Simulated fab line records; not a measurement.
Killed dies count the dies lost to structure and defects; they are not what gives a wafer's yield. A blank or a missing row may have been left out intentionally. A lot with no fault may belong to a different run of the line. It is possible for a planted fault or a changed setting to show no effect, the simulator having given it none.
fab line records | flow n5Finfet
[record] lots = 8 wafers = 24 lastDay = 17
route steps=1938 shown FIN_SAQP@143 FIN_CUT@164 BEOL_M4@1111 PASSIVATION@1936
lots that met no fault: from a run of the same line without faults
startH: hours from the record's opening day to when the first of the lot's shown wafers began | waitH: time in hours since the lot's previous step | " repeats the value in the row above | L1.1+2: several wafers, shown together as one row | - value missing, or start not given | * or withheld: withheld | < > ~ a bound
route shown NAME@n: names a module that has steps shown in the file, with the first one's number in the route | usual: mean/standard deviation taken from wafers without a fault | same: alike in all rows | chamber/n: place in a boat | sites: per-site readings | _std_site: the standard deviation of these | _edge_site: outer sites' mean less inner sites' | radiusMm: for every site, how far away it sits from the centre of the wafer | mask NAME#n: copy n | behind: the last tool/chamber to shape the wafer | hold: the reason the lot was held/the length of the hold in hours/how it ended | device: transistor that didn't switch, given as n, p or np | end of line: tests run on the same wafers once the route is complete | a step without rows: its recipe alone | killed: count of dies lost to structure and defects at first sort (not the wafer's yield) | map: a wafer's dies, x killed, . not, _ none there
set.NAME: the setting that was run; set.NAME@STEP: the one run at that earlier step | model.NAME: the simulator's own value behind a step, which no gauge read
a sample of lots followed through the steps of the route, with each step as a table and each wafer as a row
services: a tool's chamber out of use, with start hour (startH, from the record's first day; less than 0 if before it), hours out, and reason
[[steps]]
[step N5_FIN_SAQP_ETCH_34]
[recipe] chemistry = C4F6/O2 target = SiO2 targetDepthA = 450 timeS = 15 ionEnergyEv = 250 pressureMtorr = 30 sourceW = 345 biasW = 185 Ar_flow_sccm = 300 C4F6_flow_sccm = 10 O2_flow_sccm = 10 ends = cleared
[usual] C4F6_flow_sccm = 9.999/0.028 O2_flow_sccm = 10.00/0.032 drypumpMotorCurrentA = 5.60/0.29 etchRfOnTimeS = 15.1/0.3 oes_o_777_au = 0.79/0.086 oesProductAu = 0.67/0.072 rfVppV = 663/20 showerheadPlenumPTorr = 2.81/0.078 throttleValvePct = 21.07/0.27
// columns lot.wafer tool chamber startH waitH C4F6_flow_sccm O2_flow_sccm drypumpMotorCurrentA etchRfOnTimeS oes_o_777_au oesProductAu rfHoursCounterH rfVppV showerheadPlenumPTorr throttleValvePct
L525.3 rieDiel-06 2 26.10 0.0 9.976 10.02 5.55 14.8 0.96 0.80 19 651 2.91 20.99
L525.4 " 0 " " 10.009 10.05 6.02 15.3 0.68 0.59 243 666 2.77 20.91
L525.5 " 1 " " 10.009 10.02 5.41 15.2 0.72 0.59 - 661 2.92 21.30
L529.1 rieDiel-06 1 50.51 0.0 9.973 10.00 5.41 15.4 0.72 0.58 246 663 2.92 21.30
L529.5 " 2 " " 10.004 9.93 5.56 14.8 0.95 0.80 - 649 2.91 20.98
L529.6 " 3 " " 9.990 9.98 5.92 15.3 0.77 0.62 - 638 2.72 21.14
L531.2 rieDiel-02 2 63.18 0.0 9.985 10.00 5.70 14.9 0.74 0.64 167 651 2.80 21.08
L531.4 " 1 " " 9.969 10.02 5.19 14.7 0.79 0.69 88 689 2.80 21.67
L531.6 " 3 " " 10.045 9.96 5.78 15.0 0.69 0.60 - 682 2.81 21.31
L533.2 rieDiel-02 1 74.90 0.0 10.029 10.02 5.24 14.9 0.78 0.67 93 690 2.79 21.68
L533.3 " 0 " " 9.957 9.97 5.69 15.7 0.75 0.63 174 627 2.71 21.11
L533.6 " 3 " " 9.973 9.96 5.76 15.3 0.68 0.59 - 680 2.81 21.30
L534.1 rieDiel-03 1 79.57 0.0 9.994 9.99 5.25 15.2 0.88 0.71 78 683 2.74 20.77
L534.4 " 2 " " 10.039 10.00 5.71 15.3 0.92 0.82 11 693 2.91 20.85
L534.5 " 0 " " 9.952 10.03 5.08 14.7 0.71 0.62 - 677 2.95 20.98
L542.1 rieDiel-03 0 128.53 0.0 9.982 9.99 5.10 15.1 0.70 0.59 220 676 2.94 20.96
L542.3 " 3 " " 9.994 10.05 5.86 15.5 0.67 0.64 147 653 2.83 20.86
L542.5 " 2 " " 9.995 10.01 5.70 15.2 0.87 0.78 - 693 2.90 20.84
L547.1 rieDiel-06 2 158.12 0.0 10.004 9.98 5.54 14.8 0.87 0.73 71 651 2.89 21.04
L547.5 " 0 " " 10.006 9.92 5.99 15.5 0.86 0.75 - 665 2.75 20.63
L547.6 " 3 " " 9.997 9.99 5.91 15.1 0.74 0.60 - 637 2.70 21.21
L548.2 rieDiel-06 1 164.15 0.0 10.077 9.98 5.42 14.9 0.92 0.77 32 661 2.90 20.96
L548.5 " 3 " " 10.018 9.99 5.94 15.0 0.74 0.60 - 637 2.70 21.20
L548.6 " 2 " " 10.010 9.99 5.53 14.8 0.87 0.73 - 650 2.89 21.04
[step N5_FIN_CUT_OVL_MEAS_09]
[recipe] pointsPerWafer = 522
[usual] FIN_CUT_OVL = 0.1/0.72
// columns lot.wafer tool chamber startH waitH FIN_CUT_OVL[nm]
L525.3 overlay-01 0 27.05 0.0 -0.2
L525.4 " 0 " " -0.1
L525.5 " 0 " " 0.7
L529.1 overlay-01 0 51.31 0.0 0.1
L529.5 " 0 " " 0.1
L529.6 " 0 " " 0.8
L531.2 overlay-02 0 64.11 0.0 -0.7
L531.4 " 0 " " -0.9
L531.6 " 0 " " -1.4
L533.2 overlay-02 0 75.83 0.0 -0.1
L533.3 " 0 " " -0.1
L533.6 " 0 " " 0.1
L534.1 overlay-02 0 80.38 0.0 0.2
L534.4 " 0 " " 0.8
L534.5 " 0 " " 0.7
L542.1 overlay-01 0 129.33 0.0 -1.1
L542.3 " 0 " " -0.9
L542.5 " 0 " " -0.6
L547.1 overlay-02 0 159.04 0.0 -0.4
L547.5 " 0 " " 0.6
L547.6 " 0 " " 0.5
L548.2 overlay-01 0 165.08 0.0 -0.8
L548.5 " 0 " " 0.0
L548.6 " 0 " " -0.6
[step N5_FIN_CUT_DESCUM_13]
[recipe] chemistry = O2 timeS = 7 sourcePowerW = 50 biasPowerW = 20 pressureMtorr = 20 rfFrequencyHz = 2.712e+07 tempC = 40 resist = CAR-EUV o2FlowSccm = 225
[usual] drypumpMotorCurrentA = 5.6/0.36 oesProductAu = 0.80/0.1 rfVppV = 243.8/1.2 showerheadPlenumPTorr = 2.14/0.05 throttleValvePct = 20.32/0.24
// columns lot.wafer tool chamber startH waitH drypumpMotorCurrentA oesProductAu rfHoursCounterH rfVppV showerheadPlenumPTorr throttleValvePct
L525.3 rieDiel-04 1 27.13 0.0 5.0 0.80 113 243.1 2.17 19.96
L525.4 " 3 " " 6.1 0.87 69 241.1 2.15 20.06
L525.5 " 1 " " 5.0 0.80 - 243.7 2.17 19.99
L529.1 rieDiel-05 1 51.87 0.5 5.6 0.98 1 244.7 2.15 20.18
L529.5 " 3 " " 5.8 0.72 - 242.7 2.14 20.03
L529.6 " 1 " " 5.6 0.98 - 245.2 2.15 20.19
L531.2 rieDiel-01 1 64.28 0.1 5.7 0.92 22 245.3 2.24 20.42
L531.4 " 2 " " 5.8 0.97 4 242.6 2.09 20.74
L531.6 " 3 " " 6.2 0.68 - 242.7 2.07 20.29
L533.2 rieDiel-04 0 75.91 0.0 5.4 0.78 136 244.9 2.16 20.23
L533.3 " 2 " " 6.0 0.70 225 244.3 2.16 20.72
L533.6 " 1 " " 4.9 0.79 - 245.4 2.17 20.00
L534.1 rieDiel-01 1 80.47 0.0 5.7 0.91 27 245.0 2.23 20.42
L534.4 " 0 " " 5.6 0.71 - 242.2 2.07 20.45
L534.5 " 1 " " 5.7 0.91 - 243.7 2.23 20.42
L542.1 rieDiel-01 1 129.42 0.0 5.7 0.88 42 245.0 2.23 20.43
L542.3 " 0 " " 5.6 0.68 222 242.2 2.06 20.46
L542.5 " 1 " " 5.7 0.88 - 245.1 2.23 20.44
L547.1 rieDiel-01 0 159.14 0.0 5.6 0.69 234 241.8 2.06 20.47
L547.5 " 2 " " 5.8 0.90 - 240.7 2.08 20.77
L547.6 " 1 " " 5.7 0.87 - 243.0 2.22 20.46
L548.2 rieDiel-01 1 165.17 0.0 5.7 0.85 56 244.9 2.22 20.46
L548.5 " 2 " " 5.8 0.90 - 242.5 2.08 20.77
L548.6 " 1 " " 5.7 0.87 - 245.1 2.22 20.46
[step N5_FIN_CUT_ETCH_20]
[recipe] chemistry = CF4 target = SiARC targetDepthA = 260 maskMaterial = CAR-EUV timeS = 43.3 ionEnergyEv = 80 pressureMtorr = 40 sourceW = 545 biasW = 36 Ar_flow_sccm = 100 cf4FlowSccm = 100 ends = cleared
[usual] biasW = 36.02/0.11 cf4FlowSccm = 99.98/0.3 drypumpMotorCurrentA = 5.6/0.36 etchRfOnTimeS = 43.4/1.4 oesProductAu = 0.68/0.079 rfVppV = 184.5/1 showerheadPlenumPTorr = 2.19/0.051 throttleValvePct = 15.56/0.2
// columns lot.wafer tool chamber startH waitH biasW cf4FlowSccm drypumpMotorCurrentA etchRfOnTimeS oesProductAu rfHoursCounterH rfVppV showerheadPlenumPTorr throttleValvePct
L525.3 rieDiel-04 1 27.18 0.0 36.01 100.50 5.0 41.9 0.68 113 185.9 2.21 15.20
L525.4 " 3 " " 36.09 99.58 6.1 41.4 0.75 69 184.1 2.20 15.26
L525.5 " 1 " " 36.05 100.54 5.0 41.8 0.68 - 184.3 2.21 15.21
L529.1 rieDiel-05 1 51.93 0.0 36.04 100.36 5.6 44.0 0.82 1 184.7 2.21 15.36
L529.5 " 3 " " 36.02 99.62 5.8 45.0 0.61 - 186.5 2.23 15.55
L529.6 " 1 " " 36.07 100.24 5.6 43.9 0.83 - 183.9 2.21 15.36
L531.2 rieDiel-01 1 64.34 0.0 35.87 100.04 5.7 44.8 0.77 22 187.5 2.28 15.54
L531.4 " 2 " " 35.91 99.53 5.8 41.8 0.84 4 182.7 2.12 15.67
L531.6 " 3 " " 35.99 99.90 6.2 44.6 0.59 - 184.3 2.12 15.59
L533.2 rieDiel-04 0 75.97 0.0 - - - - - - - - -
L533.3 " 2 " " - - - - - - - - -
L533.6 " 1 " " - - - - - - - - -
L534.1 rieDiel-01 1 80.52 0.0 - - - - - - - - -
L534.4 " 0 " " - - - - - - - - -
L534.5 " 1 " " - - - - - - - - -
L542.1 rieDiel-01 1 129.48 0.0 36.05 100.32 5.7 45.0 0.73 42 184.9 2.27 15.57
L542.3 " 0 " " 36.08 99.64 5.6 44.0 0.59 222 182.3 2.12 15.80
L542.5 " 1 " " 36.10 100.01 5.7 45.2 0.73 - 185.1 2.27 15.58
L547.1 rieDiel-01 0 159.19 0.0 35.92 99.76 5.6 43.7 0.59 234 184.1 2.12 15.82
L547.5 " 2 " " 35.91 100.04 5.8 42.2 0.77 - 183.9 2.11 15.72
L547.6 " 1 " " 36.04 100.06 5.7 45.8 0.71 - 185.8 2.27 15.62
L548.2 rieDiel-01 1 165.22 0.0 36.17 100.53 5.7 44.9 0.72 56 185.6 2.27 15.60
L548.5 " 2 " " 36.10 99.40 5.8 41.8 0.77 - 183.1 2.11 15.72
L548.6 " 1 " " 36.06 99.71 5.7 45.2 0.72 - 186.3 2.27 15.61
[step N5_FIN_CUT_ETCH_21]
[recipe] chemistry = N2/H2 target = SOC targetDepthA = 2190 overetchA = 438 maskMaterial = SiARC tempC = 40 ionEnergyEv = 100 biasW = 61 timeS = 523.5 pressureMtorr = 30 sourceW = 850 n2FlowSccm = 200 h2FlowSccm = 200
[usual] biasW = 60.98/0.18 chamberPressureMTorr = 29.999/0.027 drypumpMotorCurrentA = 5.6/0.36 oesProductAu = 0.73/0.086 rfVppV = 241.4/1.2 showerheadPlenumPTorr = 2.59/0.07 throttleValvePct = 17.67/0.21
// columns lot.wafer tool chamber startH waitH biasW chamberPressureMTorr drypumpMotorCurrentA oesProductAu rfHoursCounterH rfVppV showerheadPlenumPTorr throttleValvePct
L525.3 rieDiel-04 1 27.22 0.0 60.74 29.994 5.0 0.73 113 241.8 2.69 17.60
L525.4 " 3 " " 61.33 30.008 6.1 0.79 69 242.1 2.55 17.08
L525.5 " 1 " " 60.90 30.027 4.9 0.73 - 242.6 2.69 17.59
L529.1 rieDiel-05 1 51.97 0.0 60.94 29.997 5.6 0.89 2 241.6 2.61 17.58
L529.5 " 3 " " 61.06 29.989 5.8 0.67 - 242.5 2.60 17.35
L529.6 " 1 " " 60.71 30.007 5.6 0.89 - 241.2 2.61 17.57
L531.2 rieDiel-01 1 64.37 0.0 60.95 30.076 5.7 0.85 22 243.9 2.71 17.80
L531.4 " 2 " " 61.11 29.991 5.8 0.87 4 238.4 2.49 17.77
L531.6 " 3 " " 61.31 30.030 6.2 0.65 - 240.9 2.52 17.83
L533.2 rieDiel-04 0 76.00 0.0 61.07 29.995 5.4 0.29 136 243.0 2.64 17.59
L533.3 " 2 " " 60.87 29.976 6.0 0.27 225 241.6 2.60 17.96
L533.6 " 1 " " 61.25 29.995 4.9 0.29 - 242.1 2.68 17.60
L534.1 rieDiel-01 1 80.56 0.0 60.82 30.033 5.7 0.34 27 243.1 2.71 17.79
L534.4 " 0 " " 60.68 29.999 5.6 0.26 - 240.8 2.50 17.65
L534.5 " 1 " " 61.03 29.998 5.7 0.34 - 243.0 2.71 17.78
L542.1 rieDiel-01 1 129.51 0.0 60.72 30.005 5.7 0.81 42 242.1 2.70 17.86
L542.3 " 0 " " 61.02 29.979 5.6 0.65 222 240.6 2.49 17.70
L542.5 " 1 " " 60.84 30.024 5.7 0.80 - 241.9 2.70 17.84
L547.1 rieDiel-01 0 159.23 0.0 60.96 30.022 5.6 0.64 234 240.8 2.49 17.73
L547.5 " 2 " " 61.00 30.004 5.8 0.81 - 240.4 2.48 17.82
L547.6 " 1 " " 60.91 29.959 5.7 0.80 - 242.6 2.70 17.88
L548.2 rieDiel-01 1 165.26 0.0 61.03 30.004 5.7 0.78 56 243.1 2.69 17.88
L548.5 " 2 " " 60.71 30.017 5.8 0.81 - 240.0 2.48 17.85
L548.6 " 1 " " 61.04 30.014 5.7 0.79 - 242.3 2.70 17.87
[step N5_BEOL_M4_RC_MEAS_101]
[usual] DIBL_N = 35.9/2.5 DIBL_P = 36.0/3 IOFF_N = 0.16/0.047 IOFF_P = 0.21/0.047 ION_N = 671/14 ION_P = 460/8.8 SS_N = 71.5/0.73 SS_P = 73.2/0.91 VT_N = 250/4.3 VT_P = -251/3.6
// columns lot.wafer tool chamber startH waitH DIBL_N[mV/V] DIBL_P[mV/V] IOFF_N[nA/um] IOFF_P[nA/um] ION_N[uA/um] ION_P[uA/um] SS_N[mV/dec] SS_P[mV/dec] VT_N[mV] VT_P[mV]
L525.3 prober-02 0 162.56 0.3 34.8 34.4 0.14 0.19 662 453 71.0 73.3 250 -254
L525.4 " 0 " " 37.7 37.2 0.20 0.22 679 465 72.4 73.2 245 -251
L525.5 " 0 " " 34.1 33.6 0.14 0.17 653 444 70.5 72.7 249 -256
L529.1 prober-02 0 185.16 0.0 37.0 37.4 0.17 0.22 679 462 72.2 73.4 250 -252
L529.5 " 0 " " 35.6 35.8 0.15 0.20 682 463 72.4 72.9 249 -251
L529.6 " 0 " " 33.9 33.4 0.11 0.16 653 451 71.4 72.3 256 -253
L531.2 prober-02 0 191.38 0.2 37.6 35.2 0.16 0.20 657 450 72.0 73.0 254 -249
L531.4 " 0 " " 40.0 40.5 0.24 0.31 689 466 72.2 74.5 243 -243
L531.6 " 0 " " 34.1 33.2 0.12 0.17 648 447 70.2 72.8 254 -254
L542.1 prober-02 0 269.06 0.0 35.8 35.2 0.14 0.19 685 470 70.5 73.0 248 -250
L542.3 " 0 " " 39.0 39.9 0.22 0.28 693 469 71.2 74.4 244 -247
L542.5 " 0 " " 38.1 39.4 0.18 0.26 692 475 71.8 74.3 247 -248
L547.1 prober-02 0 300.24 0.0 35.0 35.1 0.13 0.19 655 452 71.1 72.8 255 -252
L547.5 " 0 " " 34.7 34.8 0.15 0.19 681 468 71.2 73.5 251 -250
L547.6 " 0 " " 32.9 32.7 0.10 0.16 656 455 71.0 72.0 259 -254
L548.2 prober-01 0 300.53 0.2 35.2 33.5 0.12 0.16 668 458 71.1 73.0 254 -252
L548.5 " 0 " " 39.7 39.0 0.20 0.25 673 457 73.0 74.5 249 -250
L548.6 " 0 " " 33.6 33.2 0.11 0.16 664 462 70.8 72.2 253 -254
[step N5_PASSIVATION_PROBE_49]
[usual] killed_at_M0_to_M3 = 34/8.9 killed_at_M4_up = 13/4.6 killedAtContacts = 12/5.5 killedAtFrontEnd = 41/11 killedAtOther = 3.1/2.9 killedDies = 102/16 killedOnRim = 13/4.2 killedOpen = 66/11 killedShort = 34/7.6
[same] grossDies = 1180 killedAtBackSide = 0
// columns lot.wafer tool chamber startH waitH killed_at_M0_to_M3 killed_at_M4_up killedAtContacts killedAtFrontEnd killedAtOther killedDies killedOnRim killedOpen killedShort
L525.3 prober-02 - 264.56 0.1 32 9 6 41 0 88 6 59 26
L525.4 prober-02 - 264.61 0.2 50 6 4 56 8 124 24 74 50
L525.5 prober-02 - 264.66 0.2 35 6 25 41 7 114 9 69 45
L529.1 prober-01 - 286.01 0.0 48 16 14 32 2 112 12 69 41
L529.5 prober-01 - 286.21 0.2 54 12 5 46 3 120 21 71 49
L529.6 prober-01 - 286.26 0.3 36 15 15 15 5 86 7 54 32
L531.2 prober-01 - 297.28 0.1 35 12 13 61 3 124 21 78 40
L531.4 prober-01 - 297.38 0.2 40 13 21 34 4 112 22 70 42
L531.6 prober-01 - 297.48 0.3 20 19 2 41 2 84 15 62 18
L533.2 prober-01 - 314.16 0.1 24 23 34 1098 1 1180 152 76 42
L533.3 prober-01 - 314.21 0.1 27 9 26 1115 3 1180 152 76 30
L533.6 prober-01 - 314.36 0.3 28 10 16 1121 5 1180 152 69 32
L534.1 prober-02 - 332.69 0.0 39 13 21 1105 2 1180 152 78 36
L534.4 prober-02 - 332.84 0.2 37 16 15 1109 3 1180 152 94 27
L534.5 prober-02 - 332.89 0.2 19 13 10 1133 5 1180 152 62 21
L542.1 prober-01 - 374.09 0.0 33 17 10 53 5 118 14 73 44
L542.3 prober-01 - 374.19 0.1 32 21 4 58 4 119 16 79 40
L542.5 prober-01 - 374.29 0.2 32 13 15 31 2 93 11 62 31
L547.1 prober-02 - 405.81 0.0 61 3 19 39 0 122 14 82 40
L547.5 prober-02 - 406.01 0.2 44 8 8 39 1 100 11 73 27
L547.6 prober-02 - 406.06 0.3 48 6 9 41 2 106 12 71 35
L548.2 prober-01 - 407.83 0.1 25 14 7 38 1 85 14 45 38
L548.5 prober-01 - 407.98 0.2 33 16 7 27 2 85 14 55 30
L548.6 prober-01 - 408.03 0.3 42 19 6 36 2 105 18 63 42
// killed by level:class
L525.3 BEOL_M3:geometricParticle:open=14 FIN_SAQP:geometricParticle:open=10 FIN_SAQP:geometricParticle:short=6 BEOL_M1:geometricParticle:open=6 MOL_CONTACT_COAG:geometricParticle:open=5 GATE_CUT:geometricParticle:short=4 BEOL_M2:geometricParticle:open=4 STI_FIN_REVEAL:geometricParticle:open=3
L525.4 BEOL_M0_SAQP:geometricParticle:open=17 BEOL_M0_SAQP:geometricParticle:short=11 FIN_SAQP:geometricParticle:short=9 FIN_SAQP:geometricParticle:open=9 GATE_CUT:geometricParticle:short=8 BEOL_M1:geometricParticle:open=6 STI_FIN_REVEAL:geometricParticle:open=5 DUMMY_GATE:geometricParticle:open=5
L525.5 MOL_CONTACT_COAG:geometricParticle:open=19 BEOL_M2:geometricParticle:open=9 FIN_SAQP:geometricParticle:open=8 BEOL_M0_SAQP:geometricParticle:short=8 BEOL_M3:geometricParticle:open=8 GATE_CUT:geometricParticle:short=6 GATE_CUT:geometricParticle:open=6 MOL_CONTACT_COAG:geometricParticle:short=6
L529.1 BEOL_M0_SAQP:geometricParticle:open=13 BEOL_M0_SAQP:geometricParticle:short=11 MOL_CONTACT_COAG:geometricParticle:open=11 FIN_SAQP:geometricParticle:open=10 BEOL_M1:geometricParticle:short=8 BEOL_M4:geometricParticle:open=8 BEOL_M3:geometricParticle:open=7 FIN_SAQP:geometricParticle:short=6
L529.5 BEOL_M0_SAQP:geometricParticle:open=21 BEOL_M0_SAQP:geometricParticle:short=18 FIN_SAQP:geometricParticle:short=13 BEOL_M1:geometricParticle:open=9 STI_FIN_REVEAL:geometricParticle:open=7 FIN_SAQP:geometricParticle:open=6 MOL_CONTACT_COAG:geometricParticle:open=5 BEOL_M4:geometricParticle:open=5
L529.6 BEOL_M0_SAQP:geometricParticle:short=15 MOL_CONTACT_COAG:geometricParticle:open=14 BEOL_M5:geometricParticle:open=8 BEOL_M0_SAQP:geometricParticle:open=7 BEOL_M2:geometricParticle:open=4 STARTING-WAFER:geometricParticle:open=4 BEOL_M1:geometricParticle:open=3 BEOL_M3:geometricParticle:open=3
L531.2 STI_FIN_REVEAL:geometricParticle:open=14 MOL_CONTACT_COAG:geometricParticle:open=11 FIN_SAQP:geometricParticle:short=8 BEOL_M0_SAQP:geometricParticle:short=8 BEOL_M0_SAQP:geometricParticle:open=8 BEOL_M1:geometricParticle:open=8 FIN_SAQP:geometricParticle:open=7 BEOL_M2:geometricParticle:open=7
L531.4 BEOL_M0_SAQP:geometricParticle:short=12 MOL_CONTACT_COAG:geometricParticle:open=11 MOL_CONTACT_COAG:geometricParticle:short=10 BEOL_M0_SAQP:geometricParticle:open=9 BEOL_M4:geometricParticle:open=9 BEOL_M2:geometricParticle:open=8 FIN_SAQP:geometricParticle:open=6 STI_FIN_REVEAL:geometricParticle:open=6
L531.6 STI_FIN_REVEAL:geometricParticle:open=16 BEOL_M4:geometricParticle:open=13 BEOL_M0_SAQP:geometricParticle:open=6 BEOL_M2:geometricParticle:open=6 STI_FIN_REVEAL:geometricParticle:short=4 BEOL_M1:geometricParticle:open=4 HKMG_FIN:areaEtch=4 GATE_CUT:geometricParticle:short=3
L533.2 FIN_CUT:areaEtch=1062 MOL_CONTACT_COAG:geometricParticle:open=29 FIN_SAQP:geometricParticle:short=11 STI_FIN_REVEAL:geometricParticle:open=7 BEOL_M4:geometricParticle:open=7 BEOL_M0_SAQP:geometricParticle:open=6 GATE_CUT:geometricParticle:short=5 MOL_CONTACT_COAG:geometricParticle:short=5
L533.3 FIN_CUT:areaEtch=1070 MOL_CONTACT_COAG:geometricParticle:open=19 FIN_SAQP:geometricParticle:open=8 FIN_SAQP:geometricParticle:short=7 MOL_CONTACT_COAG:geometricParticle:short=7 STI_FIN_REVEAL:geometricParticle:open=6 BEOL_M3:geometricParticle:open=6 BEOL_M1:geometricParticle:open=6
L533.6 FIN_CUT:areaEtch=1077 MOL_CONTACT_COAG:geometricParticle:open=12 STI_FIN_REVEAL:geometricParticle:open=9 FIN_SAQP:geometricParticle:open=7 BEOL_M3:geometricParticle:open=6 GATE_CUT:geometricParticle:open=5 BEOL_M2:geometricParticle:short=5 STI_FIN_REVEAL:geometricParticle:short=4
L534.1 FIN_CUT:areaEtch=1066 MOL_CONTACT_COAG:geometricParticle:open=19 FIN_SAQP:geometricParticle:open=11 BEOL_M0_SAQP:geometricParticle:short=11 BEOL_M3:geometricParticle:open=10 BEOL_M4:geometricParticle:open=8 FIN_SAQP:geometricParticle:short=7 STI_FIN_REVEAL:geometricParticle:open=6
L534.4 FIN_CUT:areaEtch=1056 STI_FIN_REVEAL:geometricParticle:open=19 BEOL_M3:geometricParticle:open=16 FIN_SAQP:geometricParticle:open=15 MOL_CONTACT_COAG:geometricParticle:open=12 FIN_SAQP:geometricParticle:short=6 BEOL_M0_SAQP:geometricParticle:open=6 BEOL_M2:geometricParticle:open=5
L534.5 FIN_CUT:areaEtch=1096 FIN_SAQP:geometricParticle:short=10 MOL_CONTACT_COAG:geometricParticle:open=10 FIN_SAQP:geometricParticle:open=8 BEOL_M3:geometricParticle:open=7 STI_FIN_REVEAL:geometricParticle:open=5 DUMMY_GATE:geometricParticle:open=5 BEOL_M0_SAQP:geometricParticle:open=4
L542.1 FIN_SAQP:geometricParticle:short=14 STI_FIN_REVEAL:geometricParticle:open=12 MOL_CONTACT_COAG:geometricParticle:open=9 FIN_SAQP:geometricParticle:open=8 DUMMY_GATE:geometricParticle:open=7 BEOL_M4:geometricParticle:open=7 BEOL_M0_SAQP:geometricParticle:short=6 BEOL_M0_SAQP:geometricParticle:open=5
L542.3 FIN_SAQP:geometricParticle:short=15 STI_FIN_REVEAL:geometricParticle:open=14 FIN_SAQP:geometricParticle:open=11 BEOL_M0_SAQP:geometricParticle:short=8 BEOL_M0_SAQP:geometricParticle:open=8 BEOL_M1:geometricParticle:open=7 BEOL_M4:geometricParticle:open=6 BEOL_M4:geometricParticle:short=5
L542.5 MOL_CONTACT_COAG:geometricParticle:open=11 GATE_CUT:geometricParticle:short=7 BEOL_M1:geometricParticle:open=7 BEOL_M4:geometricParticle:open=6 DUMMY_GATE:geometricParticle:open=5 BEOL_M0_SAQP:geometricParticle:open=5 BEOL_M2:geometricParticle:open=5 BEOL_M3:geometricParticle:open=5
L547.1 BEOL_M0_SAQP:geometricParticle:open=16 MOL_CONTACT_COAG:geometricParticle:open=15 FIN_SAQP:geometricParticle:open=13 BEOL_M2:geometricParticle:open=13 BEOL_M0_SAQP:geometricParticle:short=10 FIN_SAQP:geometricParticle:short=6 BEOL_M3:geometricParticle:open=5 STI_FIN_REVEAL:geometricParticle:open=4
L547.5 BEOL_M2:geometricParticle:open=12 BEOL_M3:geometricParticle:open=12 FIN_SAQP:geometricParticle:short=9 FIN_SAQP:geometricParticle:open=9 MOL_CONTACT_COAG:geometricParticle:open=8 BEOL_M0_SAQP:geometricParticle:open=8 BEOL_M0_SAQP:geometricParticle:short=7 STI_FIN_REVEAL:geometricParticle:open=7
L547.6 BEOL_M0_SAQP:geometricParticle:open=14 FIN_SAQP:geometricParticle:open=13 BEOL_M2:geometricParticle:open=12 BEOL_M0_SAQP:geometricParticle:short=7 FIN_SAQP:geometricParticle:short=6 DUMMY_GATE:geometricParticle:open=6 MOL_CONTACT_COAG:geometricParticle:open=6 GATE_CUT:geometricParticle:short=5
L548.2 STI_FIN_REVEAL:geometricParticle:open=8 MOL_CONTACT_COAG:geometricParticle:open=6 DUMMY_GATE:geometricParticle:open=5 BEOL_M0_SAQP:geometricParticle:short=5 BEOL_M3:geometricParticle:short=5 FIN_SAQP:geometricParticle:open=4 FIN_SAQP:geometricParticle:short=4 BEOL_M0_SAQP:geometricParticle:open=4
L548.5 BEOL_M4:geometricParticle:open=12 BEOL_M3:geometricParticle:open=9 BEOL_M0_SAQP:geometricParticle:short=8 BEOL_M0_SAQP:geometricParticle:open=6 STI_FIN_REVEAL:geometricParticle:open=5 STARTING-WAFER:geometricParticle:short=5 MOL_CONTACT_COAG:geometricParticle:open=4 STARTING-WAFER:geometricParticle:open=4
L548.6 BEOL_M0_SAQP:geometricParticle:short=11 STI_FIN_REVEAL:geometricParticle:open=7 BEOL_M0_SAQP:geometricParticle:open=7 BEOL_M3:geometricParticle:open=7 FIN_SAQP:geometricParticle:open=6 BEOL_M4:geometricParticle:open=6 FIN_SAQP:geometricParticle:short=5 BEOL_M1:geometricParticle:short=5
[[services]]
// columns tool chamber startH hours kind
rieDiel-02 - 13.59 0.5 repair
rieDiel-01 2 32.05 - clean
rieDiel-01 2 32.05 - consumableReplace:focusRing
rieDiel-01 2 32.05 16.7 scheduledDown
rieDiel-01 2 32.05 16.7 ventCycle
rieDiel-06 2 33.31 9.9 repair
rieDiel-05 - 42.56 2.8 pm
rieDiel-04 3 44.36 6.6 repair
rieDiel-05 0 48.06 8.5 repair
rieDiel-04 3 51.82 4.5 repair
rieDiel-03 - 61.54 5.7 repair
rieDiel-02 0 68.45 6.2 repair
rieDiel-01 2 78.79 3.0 repair
rieDiel-02 - 91.15 2.8 pm
rieDiel-06 0 91.22 16.7 repair
rieDiel-01 - 100.88 0.9 repair
rieDiel-02 1 112.26 2.7 repair
rieDiel-04 0 135.51 2.6 repair
rieDiel-04 2 137.67 9.0 repair
rieDiel-06 3 143.16 8.3 repair
rieDiel-01 3 146.17 - clean
rieDiel-01 3 146.17 - consumableReplace:focusRing
rieDiel-05 3 154.00 3.5 repair
rieDiel-04 - 156.29 1.1 repair
[[key]]
[firstSign] step = N5_FIN_CUT_ETCH_20 reading = toolRecord direction = missing
[effect] step = N5_FIN_CUT_ETCH_21 reading = oesProductAu direction = down sigmas = 5 usual = 0.73 struck = 0.30
[effect] step = N5_PASSIVATION_PROBE_49 reading = killedAtFrontEnd direction = up sigmas = 93 usual = 41 struck = 1114
[moreKillsBornAt] N5_FIN_CUT_ETCH_20@rieDiel-01 = 3218 N5_FIN_CUT_ETCH_20@rieDiel-04 = 3209
metAt N5_FIN_CUT_ETCH_20
struckLots L533,L534
laterRowsLeftOut L533.2,L533.3,L533.6,L534.1,L534.4,L534.5
testerLeftOut L533,L534
notActingAt N5_FIN_SAQP_ETCH_34,N5_FIN_CUT_OVL_MEAS_09,N5_FIN_CUT_DESCUM_13
onsetBetween 64.34 75.97
[fault] kind = skippedStepWhole tool = rieDiel-01,rieDiel-04 chamber = - onsetH = 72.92 steps = N5_FIN_CUT_ETCH_20 scope = struckLotsOnly
// testerLeftOut: of these lots the tester's yield and bins aren't shown, on N5 and GAA mostly nor the transistor test; their killed dies are dies lost to structure and defects alone, not to doping, threshold or leakage, so they don't give the yield
// laterRowsLeftOut: the simulator's readings of these wafers behind a module that went badly wrong aren't trusted and aren't shown, but for the sort
